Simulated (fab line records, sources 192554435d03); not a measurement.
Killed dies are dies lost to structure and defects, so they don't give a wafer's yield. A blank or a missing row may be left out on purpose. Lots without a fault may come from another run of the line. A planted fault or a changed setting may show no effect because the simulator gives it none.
fab line records | flow n5_finfet
record lots=9 wafers=26 last_day=18
route steps=1938 shown BEOL_M2@866 BEOL_M4@1111 PASSIVATION@1936
lots that met no fault: from a run of the same line without faults
start_h: hours from the record's first day to the start of the lot's first wafer shown | wait_h: hours since the lot's step before | " the same as in the row above | L1.1+2: a row that stands for several wafers | - no value, or no start given | * or withheld: withheld | < > ~ a bound
route shown NAME@n: a module of which the file shows steps, and the number in the route of the first | usual: mean/standard deviation of fault-free wafers | same: alike in all rows | chamber/n: place in a boat | sites: the reading at each site | _std_site: their standard deviation | _edge_site: outer sites' mean less inner sites' | radius_mm: how far each site lies from the wafer's centre | mask NAME#n: copy n | behind: the tool/chamber that last shaped the wafer | hold: why the lot was held/for how many hours/how that ended | device: the transistor (n, p or np) that didn't switch | end of line: the same wafers' tests at the end of the route | a step without rows: its recipe alone | killed: dies lost to structure and defects at the first sort, not the wafer's yield | map: a wafer's dies, x killed, . not, _ none there
set.NAME: the setting as run; set.NAME@STEP: as run at that earlier step | model.NAME: the simulator's own value behind a step, which no gauge read
steps of the route over a sample of lots; a table a step, a row a wafer
services: from which hour (start_h, from the record's first day; less than 0 if before it) a tool's chamber was out of use, for how many hours, and why
## steps
# step N5_BEOL_M2_CD_MEAS_18
# recipe pitch_nm=36 target_cd_nm=18
# usual cd_nm=18.1/0.41
# columns lot.wafer tool chamber start_h wait_h cd_nm
L456.2 cd_sem-03 - 147.64 0.1 17.9
L456.3 " - " " 18.2
L456.4 " - " " 18.6
L459.1 cd_sem-01 - 163.88 0.0 18.7
L459.3 " - " " 17.4
L459.4 " - " " 18.2
L463.3 cd_sem-03 - 196.28 0.1 18.8
L463.6 " - " " 18.1
L465.1 cd_sem-01 - 200.73 0.0 17.7
L465.3 " - " " 18.5
L465.5 " - " " 18.0
L470.1 cd_sem-02 - 226.93 0.0 18.3
L470.4 " - " " 17.8
L470.5 " - " " 17.3
L471.2 cd_sem-01 - 241.83 0.1 18.7
L471.3 " - " " 17.7
L471.5 " - " " 18.8
L473.1 cd_sem-03 - 245.92 0.0 17.8
L473.2 " - " " 18.1
L473.6 " - " " 17.6
L474.3 cd_sem-02 - 252.10 0.1 18.6
L474.4 " - " " 17.7
L474.6 " - " " 18.4
L477.3 cd_sem-02 - 283.44 0.1 18.0
L477.4 " - " " 18.7
L477.6 " - " " 18.4
# step N5_BEOL_M2_ETCH_69
# recipe chemistry=CF4 target=SiARC target_depth_a=156 mask_material=CAR-EUV time_s=26 ion_energy_ev=80 pressure_mtorr=40 source_w=545 bias_w=36 Ar_flow_sccm=100 cf4_flow_sccm=100 ends=cleared
# usual drypump_motor_current_A=5.5/0.55 etch_rf_on_time_s=26.2/0.97 oes_product_au=0.66/0.076 rf_vpp_V=184.0/1.2 showerhead_plenum_p_Torr=2.13/0.073 throttle_valve_pct=15.55/0.26
# columns lot.wafer tool chamber start_h wait_h drypump_motor_current_A etch_rf_on_time_s oes_product_au rf_hours_counter_h rf_vpp_V showerhead_plenum_p_Torr throttle_valve_pct
L456.2 rie_diel-05 1 148.26 0.0 5.4 27.7 0.61 173 184.1 2.11 15.65
L456.3 " 3 " " 4.8 25.1 0.63 181 183.1 2.22 15.64
L456.4 " 0 " " 5.2 27.4 0.59 175 184.8 2.13 15.47
L459.1 rie_diel-05 0 164.57 0.0 5.2 27.5 0.60 181 184.6 2.13 15.48
L459.3 " 1 " " 5.4 27.5 0.60 179 184.6 2.10 15.66
L459.4 " 2 " " 6.2 25.4 0.61 193 182.8 2.06 15.90
L463.3 rie_diel-05 0 196.77 0.0 5.2 37.1 0.50 192 184.8 2.12 15.51
L463.6 " 1 " " 5.4 27.4 0.60 - 182.9 2.10 15.67
L465.1 rie_diel-05 2 201.35 0.0 6.2 25.4 0.61 203 182.0 2.05 15.91
L465.3 " 3 " " 4.8 33.9 0.53 197 185.2 2.22 15.66
L465.5 " 3 " " 4.8 24.7 0.63 - 184.8 2.22 15.67
L470.1 rie_diel-03 3 227.92 0.0 6.4 25.5 0.64 148 183.2 2.06 15.88
L470.4 " 0 " " 5.2 27.0 0.72 31 185.8 2.29 15.39
L470.5 " 1 " " 5.4 25.4 0.73 - 183.2 2.09 15.12
L471.2 rie_diel-01 2 242.49 0.0 5.5 25.1 0.77 36 185.6 2.28 15.26
L471.3 " 3 " " 5.7 27.3 0.73 30 183.5 2.09 15.26
L471.5 " 3 " " 5.7 27.4 0.73 - 182.4 2.09 15.23
L473.1 rie_diel-03 1 246.71 0.0 5.4 25.2 0.72 50 183.4 2.08 15.14
L473.2 " 0 " " 5.2 26.9 0.72 36 185.3 2.29 15.40
L473.6 " 2 " " 4.7 25.7 0.81 - 182.5 2.10 15.20
L474.3 rie_diel-03 2 252.71 0.0 4.7 25.4 0.80 18 184.2 2.10 15.22
L474.4 " 3 " " 6.4 25.5 0.64 158 182.6 2.05 15.89
L474.6 " 3 " " 6.4 25.2 0.63 - 183.3 2.05 15.90
L477.3 rie_diel-01 2 283.93 0.0 5.6 25.0 0.75 51 186.4 2.27 15.28
L477.4 " 3 " " 5.7 27.7 0.70 44 182.8 2.09 15.27
L477.6 " 2 " " 5.6 25.0 0.75 - 184.6 2.27 15.28
# step N5_BEOL_M2_ETCHBACK_99
# recipe chemistry=CHF3 target=SiO2 target_depth_a=50 time_s=10.4 source_w=215 bias_w=47 Ar_flow_sccm=200 CHF3_flow_sccm=12 ion_energy_ev=100 pressure_mtorr=30
# usual drypump_motor_current_A=5.6/0.49 oes_product_au=0.77/0.094 rf_vpp_V=240/5.5 showerhead_plenum_p_Torr=2.16/0.081 throttle_valve_pct=17.00/0.25
# columns lot.wafer tool chamber start_h wait_h drypump_motor_current_A oes_product_au rf_hours_counter_h rf_vpp_V showerhead_plenum_p_Torr throttle_valve_pct
L456.2 rie_diel-05 0 149.67 0.1 5.2 0.71 175 231 2.14 16.88
L456.3 " 1 " " 5.4 0.71 173 236 2.13 17.15
L456.4 " 3 " " 4.8 0.72 181 239 2.23 17.06
L459.1 rie_diel-01 3 165.71 1.0 5.8 0.92 5 243 2.11 16.60
L459.3 " 1 " " 6.0 0.71 177 248 2.21 17.11
L459.4 " 2 " " 5.5 0.95 12 238 2.29 16.62
L463.3 rie_diel-01 2 199.87 3.0 5.5 0.92 23 239 2.29 16.65
L463.6 " 1 " " 5.9 0.70 - 247 2.21 17.11
L465.1 rie_diel-01 3 213.66 12.1 5.7 0.88 20 245 2.10 16.63
L465.3 " 0 " " 6.0 0.68 223 245 2.20 17.12
L465.5 " 0 " " 6.0 0.68 - 247 2.20 17.10
L470.1 rie_diel-03 0 232.98 4.6 5.2 0.85 32 243 2.32 16.99
L470.4 " 3 " " 6.4 0.75 150 237 2.05 17.28
L470.5 " 2 " " 4.7 0.95 - 236 2.10 16.62
L471.2 rie_diel-01 2 243.06 0.4 5.6 0.89 37 237 2.28 16.68
L471.3 " 0 " " 6.0 0.67 234 246 2.20 17.12
L471.5 " 2 " " 5.5 0.89 - 239 2.28 16.67
L473.1 rie_diel-05 3 252.18 5.3 4.8 0.70 217 239 2.22 17.13
L473.2 " 1 " " 5.4 0.69 212 233 2.11 17.22
L473.6 " 3 " " 4.8 0.70 - 241 2.22 17.12
L474.3 rie_diel-03 2 269.89 16.5 4.7 0.92 21 235 2.10 16.65
L474.4 " 1 " " 5.4 0.84 56 238 2.10 16.69
L474.6 " 2 " " 4.7 0.92 - 236 2.10 16.64
L477.3 rie_diel-01 1 284.23 0.1 5.9 0.68 219 248 2.20 17.16
L477.4 " 3 " " 5.7 0.84 44 244 2.09 16.68
L477.6 " 0 " " 6.0 0.66 - 247 2.19 17.16
# step N5_BEOL_M2_STRIP_36
# recipe chemistry=N2/H2 power_w=450 temp_c=40 pressure_mtorr=20 rf_frequency_hz=6e+07 overash_fraction=0.3 bias_power_w=7 h2_frac=0.5 n2_flow_sccm=200 h2_flow_sccm=200
# usual drypump_motor_current_A=5.6/0.5 oes_product_au=0.77/0.096 rf_vpp_V=59.1/1.6 showerhead_plenum_p_Torr=2.55/0.092 throttle_valve_pct=23.5/0.4
# same overash_fraction=0.3
# columns lot.wafer tool chamber start_h wait_h drypump_motor_current_A oes_product_au rf_hours_counter_h rf_vpp_V showerhead_plenum_p_Torr throttle_valve_pct
L456.2 rie_diel-05 0 149.88 0.0 5.2 0.70 175 60.6 2.52 23.0
L456.3 " 1 " " 5.4 0.70 173 58.3 2.50 23.4
L456.4 " 3 " " 4.8 0.72 181 60.9 2.64 23.5
L459.1 rie_diel-01 3 165.91 0.0 5.7 0.92 5 57.7 2.49 23.0
L459.3 " 1 " " 6.0 0.71 177 64.8 2.62 23.6
L459.4 " 2 " " 5.6 0.95 12 57.7 2.70 23.0
L463.3 rie_diel-01 2 200.07 0.0 5.6 0.93 23 59.1 2.70 23.0
L463.6 " 1 " " 5.9 0.72 - 60.1 2.62 23.6
L465.1 rie_diel-01 3 213.86 0.0 5.7 0.88 20 59.9 2.48 23.0
L465.3 " 0 " " 6.0 0.67 223 58.4 2.62 23.7
L465.5 " 0 " " 6.0 0.67 - 60.0 2.62 23.7
L470.1 rie_diel-03 0 233.18 0.0 5.2 0.86 32 58.4 2.68 23.5
L470.4 " 3 " " 6.4 0.73 150 58.7 2.43 24.1
L470.5 " 2 " " 4.7 0.95 - 60.4 2.50 23.4
L471.2 rie_diel-01 2 243.27 0.0 5.5 0.90 37 57.6 2.69 23.1
L471.3 " 0 " " 6.0 0.67 234 59.0 2.61 23.7
L471.5 " 2 " " 5.6 0.89 - 56.7 2.69 23.0
L473.1 rie_diel-05 3 252.39 0.0 4.8 0.68 217 58.6 2.63 23.6
L473.2 " 1 " " 5.4 0.69 212 59.1 2.49 23.5
L473.6 " 3 " " 4.8 0.69 - 57.3 2.63 23.6
L474.3 rie_diel-03 2 270.09 0.0 4.7 0.93 22 60.7 2.49 23.4
L474.4 " 1 " " 5.4 0.81 56 56.9 2.45 22.8
L474.6 " 2 " " 4.7 0.92 - 58.6 2.49 23.5
L477.3 rie_diel-01 1 284.44 0.0 5.9 0.68 219 58.2 2.60 23.7
L477.4 " 3 " " 5.7 0.84 44 58.8 2.47 23.1
L477.6 " 0 " " 6.0 0.66 - 58.0 2.61 23.8
# step N5_BEOL_M4_RC_MEAS_101
# usual DIBL_N=37.0/2.3 DIBL_P=37.3/2.8 IOFF_N=0.17/0.046 IOFF_P=0.23/0.054 ION_N=675/14 ION_P=460/9.3 SS_N=71.7/0.73 SS_P=73.6/0.95 VT_N=249/3.9 VT_P=-250/3.9
# columns lot.wafer tool chamber start_h wait_h DIBL_N[mV/V] DIBL_P[mV/V] IOFF_N[nA/um] IOFF_P[nA/um] ION_N[uA/um] ION_P[uA/um] SS_N[mV/dec] SS_P[mV/dec] VT_N[mV] VT_P[mV]
L456.2 prober-02 0 173.38 0.2 39.7 40.0 0.23 0.29 673 460 72.5 74.6 247 -249
L456.3 " 0 " " 36.8 37.0 0.16 0.21 670 462 71.8 74.2 250 -252
L456.4 " 0 " " 33.8 34.2 0.13 0.18 662 458 71.0 72.5 250 -252
L459.1 prober-01 0 201.22 0.0 36.5 38.2 0.19 0.25 691 469 72.1 73.1 246 -247
L459.3 " 0 " " 34.8 36.0 0.14 0.21 653 455 71.9 71.4 251 -248
L459.4 " 0 " " 40.1 43.2 0.28 0.37 701 483 72.7 74.5 242 -242
L463.3 prober-02 0 222.56 0.3 37.0 36.6 0.18 0.26 686 472 71.9 73.1 247 -245
L463.6 " 0 " " 41.2 42.4 0.27 0.37 700 473 73.1 74.4 244 -243
L465.1 prober-01 0 235.41 0.0 37.4 35.9 0.17 0.19 670 458 71.4 73.9 247 -251
L465.3 " 0 " " 39.7 38.7 0.21 0.24 677 461 72.4 73.9 246 -251
L465.5 " 0 " " 37.1 36.5 0.15 0.20 650 450 71.0 72.9 252 -251
L470.1 prober-01 0 285.46 0.0 39.3 41.4 0.23 0.26 687 465 72.8 74.4 246 -248
L470.4 " 0 " " 41.2 44.0 0.28 0.32 704 470 73.7 75.4 241 -245
L470.5 " 0 " " 36.0 36.5 0.16 0.19 681 456 71.7 73.3 248 -253
L471.2 prober-02 0 286.35 0.2 33.5 30.7 0.10 0.13 640 440 71.0 72.3 257 -258
L471.3 " 0 " " 36.2 35.0 0.14 0.18 664 452 71.2 73.1 250 -254
L471.5 " 0 " " 37.3 35.0 0.16 0.18 666 448 72.1 73.3 250 -253
L473.1 prober-02 0 288.93 0.0 36.2 33.2 0.15 0.18 670 456 71.6 72.5 253 -253
L473.2 " 0 " " 37.1 35.2 0.17 0.21 676 454 71.7 72.8 250 -253
L473.6 " 0 " " 35.3 33.1 0.13 0.18 677 466 70.6 73.1 252 -250
L474.3 prober-01 0 302.09 0.3 38.3 39.4 0.20 0.24 673 456 71.8 73.6 247 -251
L474.4 " 0 " " 36.8 38.0 0.17 0.21 671 455 72.3 72.9 250 -252
L474.6 " 0 " " 37.2 38.0 0.18 0.22 666 455 71.8 73.7 248 -250
L477.3 prober-01 0 318.13 0.3 37.3 38.5 0.16 0.18 675 450 72.0 74.2 252 -257
L477.4 " 0 " " 37.0 38.7 0.17 0.18 675 449 71.9 73.9 251 -256
L477.6 " 0 " " 33.1 34.3 0.10 0.13 656 445 70.3 72.1 256 -258
# step N5_PASSIVATION_PROBE_49
# usual defect_limited_yield=91.5/1.3 killed_at_M0_to_M3=36/10 killed_at_M4_up=13/4.7 killed_at_contacts=13/6.7 killed_at_front_end=37/9.7 killed_at_other=2.6/2.3 killed_dies=101/15 killed_open=67/12 killed_short=32/6.7 sort_bin_4_leakage=0.0/0.31 sort_bin_5_function=5.0/0.89 sort_bin_6_memory=3.2/0.63 sort_bin_8_speed=0.01/0.03 sort_n_pass=1079/16 sort_yield_pct=91.4/1.4
# same gross_dies=1180 killed_at_back_side=0
# columns lot.wafer tool chamber start_h wait_h defect_limited_yield[%] killed_at_M0_to_M3 killed_at_M4_up killed_at_contacts killed_at_front_end killed_at_other killed_dies killed_open killed_short sort_bin_4_leakage[%] sort_bin_5_function[%] sort_bin_6_memory[%] sort_bin_8_speed[%] sort_n_pass sort_yield_pct[%]
L463.3 prober-02 - 335.92 0.1 90.8 33 7 5 63 0 108 55 43 0 5.2 2.8 0 1072 90.8
# killed by level:class
L463.3 STI_FIN_REVEAL:geometric_particle:open=17 BEOL_M0_SAQP:geometric_particle:short=14 HKMG_FIN:area_etch=10 FIN_SAQP:geometric_particle:short=8 GATE_CUT:geometric_particle:short=6 FIN_SAQP:geometric_particle:open=4 GATE_CUT:geometric_particle:open=4 BEOL_M1:geometric_particle:open=4
## services
# columns tool chamber start_h hours kind
rie_diel-01 3 138.40 - clean
rie_diel-01 3 138.40 - consumable_replace:focus_ring
rie_diel-01 3 138.40 15.9 scheduled_down
rie_diel-01 3 138.40 15.9 vent_cycle
rie_diel-03 2 183.21 - clean
rie_diel-03 2 183.21 - consumable_replace:focus_ring
rie_diel-03 2 183.21 17.9 scheduled_down
rie_diel-03 2 183.21 17.9 vent_cycle
rie_diel-05 3 226.98 4.9 repair
rie_diel-01 2 234.02 5.6 repair
rie_diel-05 2 241.81 11.7 repair
## key
first_sign step=N5_BEOL_M2_ETCH_69 reading=etch_rf_on_time_s direction=up sigmas=9.6 usual=* struck=*
effect none on later readings
met_at N5_BEOL_M2_ETCH_69
struck_lots L463,L465
struck_wafers L463.3,L465.3
baseline_loss step=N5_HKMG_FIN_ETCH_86 wafers=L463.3
not_acting_at N5_BEOL_M2_CD_MEAS_18,N5_BEOL_M2_ETCHBACK_99,N5_BEOL_M2_STRIP_36
onset_between 164.57 196.77
fault kind=process_parameter_drift tool=rie_diel-05 chamber=- onset_h=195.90 steps=N5_BEOL_M2_ETCH_69 channel=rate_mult offset=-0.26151 shape=step end_h=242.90 scope=struck_wafers_only
# baseline_loss: these wafers lose ten dies or more at that step, a loss of the line's own and not of a fault; the sort's usual values leave them out
